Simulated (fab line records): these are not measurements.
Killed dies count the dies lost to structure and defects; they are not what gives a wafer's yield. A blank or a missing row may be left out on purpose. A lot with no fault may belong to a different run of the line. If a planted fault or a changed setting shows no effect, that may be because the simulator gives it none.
fab line records    flow n5Finfet
record lots=7  wafers=21
route steps=1938 shown BEOL_M4@1037 BEOL_M5@1140
startH: start of the lot's first displayed wafer, in hours after the record's first day    waitH: hours since the lot's step before    " the same as in the row above    L1.1+2: a single row standing in for several wafers    - no value, or no start given    * or withheld: withheld    < > ~ a bound
route shown NAME@n: NAME is a module with steps in the file, n the number in the route of the first one    usual: mean/standard deviation taken from wafers without a fault    same: alike in all rows    chamber/n: place in a boat    sites: the reading at each site    _std_site: their standard deviation    _edge_site: outer sites' mean less inner sites'    radiusMm: for every site, how far away it sits from the centre of the wafer    mask NAME#n: copy n    behind: the last tool/chamber to shape the wafer    hold: reason for holding the lot/hours on hold/outcome of the hold    device: names the non-switching transistor (n, p or np)    end of line: at the end of the route, the tests of the same wafers    a step with no rows: only its recipe    killed: count of dies lost to structure and defects at first sort (not the wafer's yield)    map: the dies of a wafer, with x for killed, . for not killed, _ for no die there
set.NAME: the setting the step ran with; set.NAME@STEP: the setting that earlier step ran with    model.NAME: the simulator's own value behind a step, which no gauge read
one table per step and one row per wafer, for lots whose settings were changed on purpose
## steps
# step N5_BEOL_M4_DESCUM_16
# recipe chemistry=O2  timeS=7  sourcePowerW=50  biasPowerW=20  pressureMtorr=20  rfFrequencyHz=2.712e+07  tempC=40  resist=CAR-EUV  o2FlowSccm=225
lot.wafer   tool        chamber  startH  waitH  set.timeS  model.CAR-EUV_of_BEOL_M4_COAT_05.thkNm
L077.3+5    rieDiel-02  1,0      163.43  0.1    7          26
L077.4      "           0        "       "      7.762      25.6
L078.2+5    rieDiel-06  0        195.28  1.6    8.136      25.4
L078.6      "           1        "       "      7          26
L082.1+5    rieDiel-06  1,0      198.42  2.1    8.224      25.6
L082.2      "           3        "       "      7          26
L090.1      rieDiel-06  1        248.47  0.0    7          26.2
L090.3+6    "           2,3      "       "      7.883      25.8
L091.1      rieDiel-06  1        259.14  0.0    7.698      25.6
L091.3+4    "           0,3      "       "      7          26
L095.1      rieDiel-06  2        283.20  0.0    7          26.2
L095.3+5    "           1,0      "       "      7          26
L097.1+2+4  rieDiel-02  3,2,2    297.13  0.1    7          26.2
# step N5_BEOL_M4_ETCH_74
# recipe chemistry=N2/H2  target=underlayer  targetDepthA=65  maskMaterial=CAR-EUV  timeS=5.2  ionEnergyEv=200  pressureMtorr=30  sourceW=840  biasW=150  n2FlowSccm=200  h2FlowSccm=200  ends=cleared
lot.wafer   tool        chamber  startH  waitH  set.timeS@BEOL_M4_DESCUM_16  model.CAR-EUV_of_BEOL_M4_COAT_05.thkNm
L077.3      rieDiel-02  1        163.47  0.0    7                            20.2
L077.4      "           0        "       "      7.762                        19.8
L077.5      "           0        "       "      7                            20.4
L078.2+5    rieDiel-06  0        195.31  0.0    8.136                        19.8
L078.6      "           1        "       "      7                            20.4
L082.1+5    rieDiel-06  1,0      198.45  0.0    8.224                        19.8
L082.2      "           3        "       "      7                            20.4
L090.1      rieDiel-06  1        248.50  0.0    7                            20.4
L090.3+6    "           2,3      "       "      7.883                        20
L091.1      rieDiel-06  1        259.18  0.0    7.698                        19.8
L091.3+4    "           0,3      "       "      7                            20.4
L095.1+3+5  rieDiel-06  2,1,0    283.23  0.0    7                            20.4
L097.1+2+4  rieDiel-02  3,2,2    297.17  0.0    7                            20.4
# step N5_BEOL_M4_ETCH_63
# recipe chemistry=CF4  target=SiARC  targetDepthA=156  maskMaterial=CAR-EUV  timeS=26  ionEnergyEv=80  pressureMtorr=40  sourceW=545  biasW=36  Ar_flow_sccm=100  cf4FlowSccm=100  ends=cleared
lot.wafer  tool        chamber  startH  waitH  set.spinRpm@BEOL_M4_COAT_62  set.timeS@BEOL_M4_DESCUM_16  model.CAR-EUV_of_BEOL_M4_COAT_05.thkNm  model.etch.depthNm
L077.3     rieDiel-02  1        163.48  0.0    1500                         7                            11                                      12.08
L077.4     "           0        "       "      1500                         7.762                        10.6                                    12.07
L077.5     "           0        "       "      1500                         7                            11.2                                    12.04
L078.2     rieDiel-06  0        195.33  0.0    1500                         8.136                        10.6                                    12
L078.5     "           0        "       "      1500                         8.136                        10.6                                    11.99
L078.6     "           1        "       "      1500                         7                            11.2                                    11.94
L082.1     rieDiel-06  1        198.47  0.0    1500                         8.224                        10.6                                    12
L082.2     "           3        "       "      1500                         7                            11.2                                    12.03
L082.5     "           0        "       "      1450                         8.224                        10.6                                    12.2
L090.1     rieDiel-06  1        248.52  0.0    1500                         7                            11.2                                    12.05
L090.3     "           2        "       "      1547                         7.883                        11                                      11.87
L090.6     "           3        "       "      1500                         7.883                        10.8                                    11.99
L091.1     rieDiel-06  1        259.19  0.0    1549                         7.698                        10.8                                    11.81
L091.3     "           0        "       "      1549                         7                            11.4                                    11.77
L091.4     "           3        "       "      1500                         7                            11.2                                    11.96
L095.1     rieDiel-06  2        283.25  0.0    1619                         7                            11.6                                    11.55
L095.3     "           1        "       "      1500                         7                            11.2                                    12
L095.5     "           0        "       "      1500                         7                            11.2                                    12.01
L097.1     rieDiel-02  3        297.19  0.0    1500                         7                            11.2                                    12.02
L097.2+4   "           2        "       "      1500                         7                            11.2                                    12.03
# step N5_BEOL_M4_DESCUM_33
# recipe chemistry=O2  timeS=7  sourcePowerW=50  biasPowerW=20  pressureMtorr=20  rfFrequencyHz=2.712e+07  tempC=40  resist=CAR-EUV  o2FlowSccm=225
lot.wafer   tool        chamber  startH  waitH  set.timeS  model.CAR-EUV_of_BEOL_M4_COAT_22.thkNm
L077.3+4    rieDiel-04  3        164.35  0.0    6.268      26.6
L077.5      "           0        "       "      7          26.2
L078.2+5+6  rieDiel-06  2,3,2    197.99  1.8    8.355      25.2
L082.1+5    rieDiel-06  3,1      201.51  1.9    5.666      26.8
L082.2      "           2        "       "      7          26.2
L090.1      rieDiel-04  1        249.38  0.0    7          26
L090.3      "           2        "       "      7          26.2
L090.6      "           3        "       "      5.906      26.6
L091.1      rieDiel-04  0        260.14  0.0    6.052      26.4
L091.3+4    "           3,2      "       "      7          26
L095.1      rieDiel-04  0        284.20  0.0    7.643      25.6
L095.3      "           1        "       "      7.643      25.8
L095.5      "           2        "       "      7          26
L097.1+2+4  rieDiel-02  1,0,3    298.16  0.1    7          26
# step N5_BEOL_M4_ETCH_77
# recipe chemistry=N2/H2  target=underlayer  targetDepthA=65  maskMaterial=CAR-EUV  timeS=5.2  ionEnergyEv=200  pressureMtorr=30  sourceW=840  biasW=150  n2FlowSccm=200  h2FlowSccm=200  ends=cleared
lot.wafer  tool        chamber  startH  waitH  set.timeS@BEOL_M4_DESCUM_33  model.CAR-EUV_of_BEOL_M4_COAT_22.thkNm
L077.3+4   rieDiel-04  3        164.38  0.0    6.268                        20.8
L077.5     "           0        "       "      7                            20.4
L078.2     rieDiel-06  2        198.03  0.0    8.355                        19.4
L078.5+6   "           3,2      "       "      8.355                        19.6
L082.1+5   rieDiel-06  3,1      201.54  0.0    5.666                        21.2
L082.2     "           2        "       "      7                            20.4
L090.1+3   rieDiel-04  1,2      249.42  0.0    7                            20.4
L090.6     "           3        "       "      5.906                        21
L091.1     rieDiel-04  0        260.18  0.0    6.052                        20.8
L091.3     "           3        "       "      7                            20.2
L091.4     "           2        "       "      7                            20.4
L095.1+3   rieDiel-04  0,1      284.24  0.0    7.643                        20
L095.5     "           2        "       "      7                            20.4
L097.1+2   rieDiel-02  1,0      298.19  0.0    7                            20.2
L097.4     "           3        "       "      7                            20.4
# step N5_BEOL_M4_ETCH_69
# recipe chemistry=CF4  target=SiARC  targetDepthA=156  maskMaterial=CAR-EUV  timeS=26  ionEnergyEv=80  pressureMtorr=40  sourceW=545  biasW=36  Ar_flow_sccm=100  cf4FlowSccm=100  ends=cleared
# step N5_BEOL_M4_ALD_98
# recipe material=SiO2  targetThkA=25  tempC=100  aldPrecursorFamily=BDEAS  aldCoReactant=O2-plasma  pulseTimeS=1  coReactantPulseTimeS=1  purgeTimeS=2  coReactantPurgeTimeS=2  aldCycles=17  pressureTorr=2
# step N5_BEOL_M4_ETCHBACK_99
# recipe chemistry=CHF3  target=SiO2  targetDepthA=50  timeS=10.4  sourceW=215  biasW=47  Ar_flow_sccm=200  CHF3_flow_sccm=12  ionEnergyEv=100  pressureMtorr=30
lot.wafer   tool        chamber  startH  waitH  set.timeS@BEOL_M4_DESCUM_33  model.CAR-EUV_of_BEOL_M4_COAT_22.thkNm
L077.3+4    rieDiel-02  2,3      168.68  4.2    6.268                        10.8
L077.5      "           0        "       "      7                            10.4
L078.2+5+6  rieDiel-04  3,2,3    198.80  0.1    8.355                        9.6
L082.1+5    rieDiel-04  1,2      201.91  0.2    5.666                        11.2
L082.2      "           2        "       "      7                            10.6
L090.1+3    rieDiel-04  3,0      251.52  2.0    7                            10.4
L090.6      "           2        "       "      5.906                        11
L091.1      rieDiel-06  2        263.44  3.1    6.052                        10.8
L091.3+4    "           0,3      "       "      7                            10.4
L095.1      rieDiel-06  1        285.04  0.7    7.643                        10
L095.3      "           0        "       "      7.643                        10.2
L095.5      "           3        "       "      7                            10.4
L097.1+2    rieDiel-06  0,1      302.05  3.5    7                            10.2
L097.4      "           2        "       "      7                            10.4
# step N5_BEOL_M4_ETCH_70
# recipe chemistry=N2/H2  target=SOC  targetDepthA=800  overetchA=240  maskMaterial=SiARC  tempC=40  timeS=130  ionEnergyEv=200  pressureMtorr=30  sourceW=840  biasW=150  n2FlowSccm=200  h2FlowSccm=200
lot.wafer  tool        chamber  startH  waitH  set.timeS  model.SiARC_of_BEOL_M4_COAT_68.thkNm
L077.3     rieDiel-02  2        168.72  0.0    130        5.8
L077.4     "           3        "       "      130        6.2
L077.5     "           0        "       "      107.4      6.8
L078.2     rieDiel-04  3        198.83  0.0    143.9      5
L078.5     "           2        "       "      130        5.8
L078.6     "           3        "       "      143.9      5.2
L082.1+5   rieDiel-04  1,2      201.95  0.0    159        4.4
L082.2     "           2        "       "      130        5.8
L090.1+6   rieDiel-04  3,2      251.56  0.0    130        5.8
L090.3     "           0        "       "      130        5.6
L091.1+3   rieDiel-06  2,0      263.47  0.0    158.9      4.6
L091.4     "           3        "       "      130        5.6
L095.1+3   rieDiel-06  1,0      285.08  0.0    130        6
L095.5     "           3        "       "      130        5.8
L097.1+4   rieDiel-06  0,2      302.08  0.0    130        6
L097.2     "           1        "       "      130        5.8
# step N5_BEOL_M5_COAT_66
# recipe resist=SiARC  tempC=220  timeS=60  spinRpm=1500  resistThkNm=12
lot.wafer   tool           chamber  startH  waitH  set.spinRpm  model.SiARC_of_BEOL_M5_COAT_66.thkNm
L077.3+4+5  lithoTrack-02  0        -       -      1642         11.4
L078.2      lithoTrack-03  0        -       -      1500         12
L078.5+6    "              0        "       "      1618         11.6
L082.1      lithoTrack-01  0        -       -      1598         11.6
L082.2+5    "              0        "       "      1500         12
L090.1      lithoTrack-01  0        -       -      1500         12
L090.3+6    "              0        "       "      1444         12.2
L091.1      lithoTrack-02  0        -       -      1500         12
L091.3+4    "              0        "       "      1363         12.6
L095.1+5    lithoTrack-02  0        -       -      1500         12
L095.3      "              0        "       "      1355         12.6
L097.1+2+4  lithoTrack-03  0        -       -      1500         12
# step N5_BEOL_M5_COAT_22
# recipe resist=CAR-EUV  spinRpm=1500  resistThkNm=30
lot.wafer   tool           chamber  startH  waitH  set.spinRpm  model.CAR-EUV_of_BEOL_M5_COAT_22.thkNm
L077.3+5    lithoTrack-02  0        -       -      1643         28.6
L077.4      "              0        "       "      1500         29.8
L078.2+5+6  lithoTrack-03  0        -       -      1500         30
L082.1+2+5  lithoTrack-01  0        -       -      1455         30.4
L090.1+3    lithoTrack-01  0        -       -      1661         28.4
L090.6      "              0        "       "      1500         29.8
L091.1+4    lithoTrack-02  0        -       -      1641         28.6
L091.3      "              0        "       "      1500         29.8
L095.1      lithoTrack-02  0        -       -      1583         29.2
L095.3+5    "              0        "       "      1500         30
L097.1+2+4  lithoTrack-03  0        -       -      1500         30
# step N5_BEOL_M5_EBR_24
# recipe solvent=PGMEA  ebrWidthMm=1.5
# step N5_BEOL_M5_SOFTBAKE_23
# recipe tempC=110  timeS=60  resist=CAR-EUV
# step N5_BEOL_M5_EXPOSE_25
# recipe maskId=V4  na=0.33  sourceShape=quasar  sigmaInner=0.2  sigmaOuter=0.6  polarization=unpolarized  defocusNm=10  doseMj=52.75
# step N5_BEOL_M5_PEB_26
# recipe pebTempC=100  pebTimeS=60  resist=CAR-EUV
# step N5_BEOL_M5_DEVELOP_27
# recipe developTimeS=30  developer=TMAH  resist=CAR-EUV  rinseLiquid=surfactantRinse  dry=airSpin  devTempC=23
lot.wafer   tool           chamber  startH  waitH  set.spinRpm@BEOL_M5_COAT_22  model.CAR-EUV_of_BEOL_M5_COAT_22.thkNm
L077.3+5    lithoTrack-02  0        -       -      1643                         28.2
L077.4      "              0        "       "      1500                         29.4
L078.2+5+6  lithoTrack-01  0        -       -      1500                         29.6
L082.1+2+5  lithoTrack-03  0        -       -      1455                         30
L090.1      lithoTrack-03  0        -       -      1661                         27.8
L090.3      "              0        "       "      1661                         28
L090.6      "              0        "       "      1500                         29.4
L091.1      lithoTrack-01  0        -       -      1641                         28
L091.3      "              0        "       "      1500                         29.4
L091.4      "              0        "       "      1641                         28.2
L095.1      lithoTrack-02  0        -       -      1583                         28.8
L095.3+5    "              0        "       "      1500                         29.6
L097.1+2+4  lithoTrack-02  0        -       -      1500                         29.4
# step N5_BEOL_M5_DESCUM_33
# recipe chemistry=O2  timeS=7  sourcePowerW=50  biasPowerW=20  pressureMtorr=20  rfFrequencyHz=2.712e+07  tempC=40  resist=CAR-EUV  o2FlowSccm=225
lot.wafer   tool        chamber  startH  waitH  set.spinRpm@BEOL_M5_COAT_22  model.CAR-EUV_of_BEOL_M5_COAT_22.thkNm
L077.3+5    rieDiel-01  1        177.85  0.0    1643                         24.6
L077.4      "           2        "       "      1500                         26
L078.2+5+6  rieDiel-05  0,2,1    210.31  0.0    1500                         26
L082.1      rieDiel-01  3        213.13  0.0    1455                         26.6
L082.2+5    "           2,1      "       "      1455                         26.4
L090.1+3    rieDiel-03  3,1      261.98  0.0    1661                         24.4
L090.6      "           3        "       "      1500                         26
L091.1+4    rieDiel-01  3,0      273.62  0.0    1641                         24.6
L091.3      "           1        "       "      1500                         26
L095.1      rieDiel-05  1        296.72  0.0    1583                         25.2
L095.3      "           2        "       "      1500                         26.2
L095.5      "           0        "       "      1500                         26
L097.1+2+4  rieDiel-05  1,3,0    311.81  0.0    1500                         26
# step N5_BEOL_M5_ETCH_75
# recipe chemistry=N2/H2  target=underlayer  targetDepthA=65  maskMaterial=CAR-EUV  timeS=5.2  ionEnergyEv=200  pressureMtorr=30  sourceW=840  biasW=150  n2FlowSccm=200  h2FlowSccm=200  ends=cleared
# step N5_BEOL_M5_ETCH_67
# recipe chemistry=CF4  target=SiARC  targetDepthA=156  maskMaterial=CAR-EUV  timeS=26  ionEnergyEv=80  pressureMtorr=40  sourceW=545  biasW=36  Ar_flow_sccm=100  cf4FlowSccm=100  ends=cleared
lot.wafer  tool        chamber  startH  waitH  set.spinRpm@BEOL_M5_COAT_66  set.spinRpm@BEOL_M5_COAT_22  model.CAR-EUV_of_BEOL_M5_COAT_22.thkNm  model.etch.depthNm
L077.3     rieDiel-01  1        177.91  0.0    1642                         1643                         10.2                                    11.47
L077.4     "           2        "       "      1642                         1500                         11.4                                    11.44
L077.5     "           1        "       "      1642                         1643                         10.2                                    11.45
L078.2     rieDiel-05  0        210.36  0.0    1500                         1500                         11                                      12.02
L078.5     "           2        "       "      1618                         1500                         11.4                                    11.58
L078.6     "           1        "       "      1618                         1500                         11.4                                    11.57
L082.1     rieDiel-01  3        213.18  0.0    1598                         1455                         11.8                                    11.64
L082.2     "           2        "       "      1500                         1455                         11.4                                    12.02
L082.5     "           1        "       "      1500                         1455                         11.6                                    11.99
L090.1     rieDiel-03  3        262.03  0.0    1500                         1661                         9.4                                     12.02
L090.3     "           1        "       "      1444                         1661                         9.4                                     12.23
L090.6     "           3        "       "      1444                         1500                         10.8                                    12.22
L091.1     rieDiel-01  3        273.67  0.0    1500                         1641                         9.6                                     12.05
L091.3     "           1        "       "      1363                         1500                         10.4                                    12.65
L091.4     "           0        "       "      1363                         1641                         9.2                                     12.61
L095.1     rieDiel-05  1        296.77  0.0    1500                         1583                         10.2                                    12.06
L095.3     "           2        "       "      1355                         1500                         10.8                                    12.65
L095.5     "           0        "       "      1500                         1500                         11                                      12.03
L097.1     rieDiel-05  1        311.86  0.0    1500                         1500                         11                                      12.03
L097.2     "           3        "       "      1500                         1500                         11                                      12.07
L097.4     "           0        "       "      1500                         1500                         11                                      12.04
# step N5_BEOL_M5_ETCH_68
# recipe chemistry=N2/H2  target=SOC  targetDepthA=800  overetchA=160  maskMaterial=SiARC  tempC=40  timeS=120  ionEnergyEv=200  pressureMtorr=30  sourceW=840  biasW=150  n2FlowSccm=200  h2FlowSccm=200
lot.wafer   tool        chamber  startH  waitH  set.spinRpm@BEOL_M5_COAT_66  model.SiARC_of_BEOL_M5_COAT_66.thkNm
L077.3+4+5  rieDiel-01  1,2,1    177.93  0.0    1642                         5.8
L078.2      rieDiel-05  0        210.39  0.0    1500                         6.4
L078.5      "           2        "       "      1618                         6.2
L078.6      "           1        "       "      1618                         5.8
L082.1      rieDiel-01  3        213.21  0.0    1598                         5.8
L082.2+5    "           2,1      "       "      1500                         6.4
L090.1      rieDiel-03  3        262.06  0.0    1500                         6.4
L090.3+6    "           1,3      "       "      1444                         6.6
L091.1      rieDiel-01  3        273.70  0.0    1500                         6.2
L091.3      "           1        "       "      1363                         7
L091.4      "           0        "       "      1363                         6.8
L095.1+5    rieDiel-05  1,0      296.80  0.0    1500                         6.2
L095.3      "           2        "       "      1355                         7.2
L097.1+2+4  rieDiel-05  1,3,0    311.89  0.0    1500                         6.4
## key
split step=N5_BEOL_M4_DESCUM_16  setting=timeS  stated=7  by=wafer
response step=N5_BEOL_M4_DESCUM_16  reading=model.CAR-EUV_of_BEOL_M4_COAT_05.thkNm  change=-0.0318  per=1%  r=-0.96
response step=N5_BEOL_M4_ETCH_74  reading=model.CAR-EUV_of_BEOL_M4_COAT_05.thkNm  change=-0.0388  per=1%  r=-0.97
response step=N5_BEOL_M4_ETCH_63  reading=model.CAR-EUV_of_BEOL_M4_COAT_05.thkNm  change=-0.0364  per=1%  r=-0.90
split step=N5_BEOL_M4_DESCUM_33  setting=timeS  stated=7  by=wafer
response step=N5_BEOL_M4_DESCUM_33  reading=model.CAR-EUV_of_BEOL_M4_COAT_22.thkNm  change=-0.0321  per=1%  r=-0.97
response step=N5_BEOL_M4_ETCH_77  reading=model.CAR-EUV_of_BEOL_M4_COAT_22.thkNm  change=-0.0399  per=1%  r=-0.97
response step=N5_BEOL_M4_ETCHBACK_99  reading=model.CAR-EUV_of_BEOL_M4_COAT_22.thkNm  change=-0.0337  per=1%  r=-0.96
split step=N5_BEOL_M4_ETCH_70  setting=timeS  stated=130  by=wafer
response step=N5_BEOL_M4_ETCH_70  reading=model.SiARC_of_BEOL_M4_COAT_68.thkNm  change=-0.0531  per=1%  r=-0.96
split step=N5_BEOL_M5_COAT_66  setting=spinRpm  stated=1500  by=wafer
response step=N5_BEOL_M5_COAT_66  reading=model.SiARC_of_BEOL_M5_COAT_66.thkNm  change=-0.0602  per=1%  r=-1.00
response step=N5_BEOL_M5_ETCH_67  reading=model.etch.depthNm  change=-0.0601  per=1%  r=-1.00
response step=N5_BEOL_M5_ETCH_68  reading=model.SiARC_of_BEOL_M5_COAT_66.thkNm  change=-0.0808  per=1%  r=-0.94
split step=N5_BEOL_M5_COAT_22  setting=spinRpm  stated=1500  by=wafer
response step=N5_BEOL_M5_COAT_22  reading=model.CAR-EUV_of_BEOL_M5_COAT_22.thkNm  change=-0.13  per=1%  r=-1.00
response step=N5_BEOL_M5_DEVELOP_27  reading=model.CAR-EUV_of_BEOL_M5_COAT_22.thkNm  change=-0.136  per=1%  r=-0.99
response step=N5_BEOL_M5_DESCUM_33  reading=model.CAR-EUV_of_BEOL_M5_COAT_22.thkNm  change=-0.15  per=1%  r=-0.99
response step=N5_BEOL_M5_ETCH_67  reading=model.CAR-EUV_of_BEOL_M5_COAT_22.thkNm  change=-0.122  per=1%  r=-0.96
split outsideThisFile step=N5_BEOL_M4_COAT_62 setting=spinRpm
# split outsideThisFile: this setting was split too, and the file shows its column; the key of that split is in another file
